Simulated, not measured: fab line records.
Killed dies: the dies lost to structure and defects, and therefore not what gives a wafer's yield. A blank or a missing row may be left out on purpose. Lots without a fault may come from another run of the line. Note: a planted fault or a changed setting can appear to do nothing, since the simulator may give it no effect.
Lot-split experiment / flow n5_finfet / route with 1938 steps; 7 lots, 39 wafers read

## THE SPLIT ITSELF
At N5_BEOL_M1_ETCH_64 (etches SOC in N2/H2, target depth 75 nm, overetch 15 nm, time 112.5 s), the setting time_s was moved away from the recipe's 112.5 s on 12 of the 39 wafers read, by -48.7% to +34.1%. All remaining wafers had this setting at the recipe value.

The reading is taken at the split's own step.

## THE READING
BEOL_M1.cd_offset_nm (the simulator's own value, which no gauge read), in nm, at N5_BEOL_M1_ETCH_64 (etches SOC in N2/H2, target depth 75 nm, overetch 15 nm, time 112.5 s). The file does not state a usual value for it. Average -0.1 nm, standard deviation 0.24 nm, over the 27 wafers here run with the recipe.

wafer=L077.1; tool, chamber at the split=rie_diel-04, 2; time_s as run, s=112.5; against the recipe=recipe; BEOL_M1.cd_offset_nm, nm=-0.2; against lot-mates on the recipe=-
wafer=L077.3; tool, chamber at the split=rie_diel-04, 1; time_s as run, s=112.5; against the recipe=recipe; BEOL_M1.cd_offset_nm, nm=-0.6; against lot-mates on the recipe=-
wafer=L077.6; tool, chamber at the split=rie_diel-04, 3; time_s as run, s=112.5; against the recipe=recipe; BEOL_M1.cd_offset_nm, nm=-0.2; against lot-mates on the recipe=-
wafer=L085.1; tool, chamber at the split=rie_diel-06, 3,1; time_s as run, s=112.5; against the recipe=recipe; BEOL_M1.cd_offset_nm, nm=0; against lot-mates on the recipe=-
wafer=L085.5; tool, chamber at the split=rie_diel-06, 3,1; time_s as run, s=112.5; against the recipe=recipe; BEOL_M1.cd_offset_nm, nm=0; against lot-mates on the recipe=-
wafer=L085.2; tool, chamber at the split=rie_diel-06, 2,1; time_s as run, s=112.5; against the recipe=recipe; BEOL_M1.cd_offset_nm, nm=-0.2; against lot-mates on the recipe=-
wafer=L085.3; tool, chamber at the split=rie_diel-06, 2,1; time_s as run, s=112.5; against the recipe=recipe; BEOL_M1.cd_offset_nm, nm=-0.2; against lot-mates on the recipe=-
wafer=L085.4; tool, chamber at the split=rie_diel-06, 0; time_s as run, s=112.5; against the recipe=recipe; BEOL_M1.cd_offset_nm, nm=0.2; against lot-mates on the recipe=-
wafer=L085.6; tool, chamber at the split=rie_diel-06, 2; time_s as run, s=112.5; against the recipe=recipe; BEOL_M1.cd_offset_nm, nm=0; against lot-mates on the recipe=-
wafer=L087.1; tool, chamber at the split=rie_diel-04, 2; time_s as run, s=150.9; against the recipe=+34.1%; BEOL_M1.cd_offset_nm, nm=0.4; against lot-mates on the recipe=+0.5
wafer=L087.2; tool, chamber at the split=rie_diel-04, 1; time_s as run, s=150.9; against the recipe=+34.1%; BEOL_M1.cd_offset_nm, nm=0.8; against lot-mates on the recipe=+0.9
wafer=L087.3; tool, chamber at the split=rie_diel-04, 0; time_s as run, s=112.5; against the recipe=recipe; BEOL_M1.cd_offset_nm, nm=0; against lot-mates on the recipe=-
wafer=L087.4; tool, chamber at the split=rie_diel-04, 3; time_s as run, s=112.5; against the recipe=recipe; BEOL_M1.cd_offset_nm, nm=0; against lot-mates on the recipe=-
wafer=L087.5; tool, chamber at the split=rie_diel-04, 0; time_s as run, s=112.5; against the recipe=recipe; BEOL_M1.cd_offset_nm, nm=-0.2; against lot-mates on the recipe=-
wafer=L087.6; tool, chamber at the split=rie_diel-04, 1; time_s as run, s=150.9; against the recipe=+34.1%; BEOL_M1.cd_offset_nm, nm=0.6; against lot-mates on the recipe=+0.7
wafer=L090.1; tool, chamber at the split=rie_diel-06, 0; time_s as run, s=112.5; against the recipe=recipe; BEOL_M1.cd_offset_nm, nm=-0.2; against lot-mates on the recipe=-
wafer=L090.2; tool, chamber at the split=rie_diel-06, 2,3; time_s as run, s=57.72; against the recipe=-48.7%; BEOL_M1.cd_offset_nm, nm=-1; against lot-mates on the recipe=-0.9
wafer=L090.3; tool, chamber at the split=rie_diel-06, 2,3; time_s as run, s=57.72; against the recipe=-48.7%; BEOL_M1.cd_offset_nm, nm=-1; against lot-mates on the recipe=-0.9
wafer=L090.4; tool, chamber at the split=rie_diel-06, 1; time_s as run, s=112.5; against the recipe=recipe; BEOL_M1.cd_offset_nm, nm=0; against lot-mates on the recipe=-
wafer=L090.5; tool, chamber at the split=rie_diel-06, 1; time_s as run, s=112.5; against the recipe=recipe; BEOL_M1.cd_offset_nm, nm=-0.2; against lot-mates on the recipe=-
wafer=L090.6; tool, chamber at the split=rie_diel-06, 2; time_s as run, s=57.72; against the recipe=-48.7%; BEOL_M1.cd_offset_nm, nm=-1.2; against lot-mates on the recipe=-1.1
wafer=L093.1; tool, chamber at the split=rie_diel-02, 3; time_s as run, s=112.5; against the recipe=recipe; BEOL_M1.cd_offset_nm, nm=-0.2; against lot-mates on the recipe=-
wafer=L093.2; tool, chamber at the split=rie_diel-02, 2; time_s as run, s=112.5; against the recipe=recipe; BEOL_M1.cd_offset_nm, nm=-0.2; against lot-mates on the recipe=-
wafer=L093.3; tool, chamber at the split=rie_diel-02, 1; time_s as run, s=137; against the recipe=+21.8%; BEOL_M1.cd_offset_nm, nm=0.2; against lot-mates on the recipe=+0.3
wafer=L093.4; tool, chamber at the split=rie_diel-02, 0; time_s as run, s=112.5; against the recipe=recipe; BEOL_M1.cd_offset_nm, nm=0.2; against lot-mates on the recipe=-
wafer=L093.5; tool, chamber at the split=rie_diel-02, 2; time_s as run, s=137; against the recipe=+21.8%; BEOL_M1.cd_offset_nm, nm=0.2; against lot-mates on the recipe=+0.3
wafer=L093.6; tool, chamber at the split=rie_diel-02, 3; time_s as run, s=137; against the recipe=+21.8%; BEOL_M1.cd_offset_nm, nm=0.4; against lot-mates on the recipe=+0.5
wafer=L095.1; tool, chamber at the split=rie_diel-04, 0,3,0,3; time_s as run, s=112.5; against the recipe=recipe; BEOL_M1.cd_offset_nm, nm=-0.4; against lot-mates on the recipe=-
wafer=L095.3; tool, chamber at the split=rie_diel-04, 0,3,0,3; time_s as run, s=112.5; against the recipe=recipe; BEOL_M1.cd_offset_nm, nm=-0.4; against lot-mates on the recipe=-
wafer=L095.5; tool, chamber at the split=rie_diel-04, 0,3,0,3; time_s as run, s=112.5; against the recipe=recipe; BEOL_M1.cd_offset_nm, nm=-0.4; against lot-mates on the recipe=-
wafer=L095.6; tool, chamber at the split=rie_diel-04, 0,3,0,3; time_s as run, s=112.5; against the recipe=recipe; BEOL_M1.cd_offset_nm, nm=-0.4; against lot-mates on the recipe=-
wafer=L095.2; tool, chamber at the split=rie_diel-04, 1; time_s as run, s=112.5; against the recipe=recipe; BEOL_M1.cd_offset_nm, nm=-0.2; against lot-mates on the recipe=-
wafer=L095.4; tool, chamber at the split=rie_diel-04, 2; time_s as run, s=112.5; against the recipe=recipe; BEOL_M1.cd_offset_nm, nm=-0.2; against lot-mates on the recipe=-
wafer=L097.1; tool, chamber at the split=rie_diel-02, 0; time_s as run, s=112.5; against the recipe=recipe; BEOL_M1.cd_offset_nm, nm=0.6; against lot-mates on the recipe=-
wafer=L097.2; tool, chamber at the split=rie_diel-02, 3; time_s as run, s=138.6; against the recipe=+23.2%; BEOL_M1.cd_offset_nm, nm=0.6; against lot-mates on the recipe=+0.3
wafer=L097.3; tool, chamber at the split=rie_diel-02, 2; time_s as run, s=112.5; against the recipe=recipe; BEOL_M1.cd_offset_nm, nm=0.2; against lot-mates on the recipe=-
wafer=L097.4; tool, chamber at the split=rie_diel-02, 1; time_s as run, s=112.5; against the recipe=recipe; BEOL_M1.cd_offset_nm, nm=0; against lot-mates on the recipe=-
wafer=L097.5; tool, chamber at the split=rie_diel-02, 0; time_s as run, s=138.6; against the recipe=+23.2%; BEOL_M1.cd_offset_nm, nm=0.8; against lot-mates on the recipe=+0.5
wafer=L097.6; tool, chamber at the split=rie_diel-02, 3; time_s as run, s=138.6; against the recipe=+23.2%; BEOL_M1.cd_offset_nm, nm=0.4; against lot-mates on the recipe=+0.1
Rows listing several chambers each stand for several wafers; the file does not say which wafer went through which chamber.

FIT RESULTS
A straight line over all 39 wafers: BEOL_M1.cd_offset_nm changes by +0.0209 nm for each +1% of time_s; r = +0.87; the points scatter about the line by 0.23 nm.
The same after taking each lot's own level away (the mean of its wafers on the recipe; 39 wafers): +0.0184 nm for each +1%; r = +0.92; scatter 0.15 nm.
On that fit, the largest move of time_s shifts the reading by 0.89 nm.
From -0.33 to 0.27 nm: that is the span of the lots' own levels, equal to 2.5 times the standard deviation above.
Thus the slope moves with the lot-to-lot level: the two fits are different.
Check: with one of the wafers moved furthest among these (-48.7%) left out of the fit, the line predicts -0.918 nm for it against its lot-mates. Against them it came out at -0.867 nm.

## THE WHOLE CHAIN: every reading that the file lists as answering this split, in the file's order
step=N5_BEOL_M1_ETCH_64; what it does=etches SOC in N2/H2, target depth 75 nm, overetch 15 nm, time 112.5 s; reading=SiARC_of_BEOL_M1_COAT_62.thk_nm (the simulator's own value, which no gauge read); change (the file's fit)=-0.0527 nm for each +1% of the setting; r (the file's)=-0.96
step=N5_BEOL_M1_ETCH_64; what it does=etches SOC in N2/H2, target depth 75 nm, overetch 15 nm, time 112.5 s; reading=BEOL_M1.cd_offset_nm (the simulator's own value, which no gauge read); change (the file's fit)=+0.0183 nm for each +1% of the setting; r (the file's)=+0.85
step=N5_BEOL_M1_HM_OPEN_17; what it does=chemistry Cl2/BCl3, target TiN, target depth 20 nm, overetch 6 nm; reading=etch.depth_nm (the simulator's own value, which no gauge read); change (the file's fit)=not straight: 19.9 at the lowest setting, 19.94 at the recipe, 16.05 at the highest; r (the file's)=not given

## FILE'S OWN FIT
BEOL_M1.cd_offset_nm changes by +0.0183 nm for each +1% of time_s, r = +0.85.
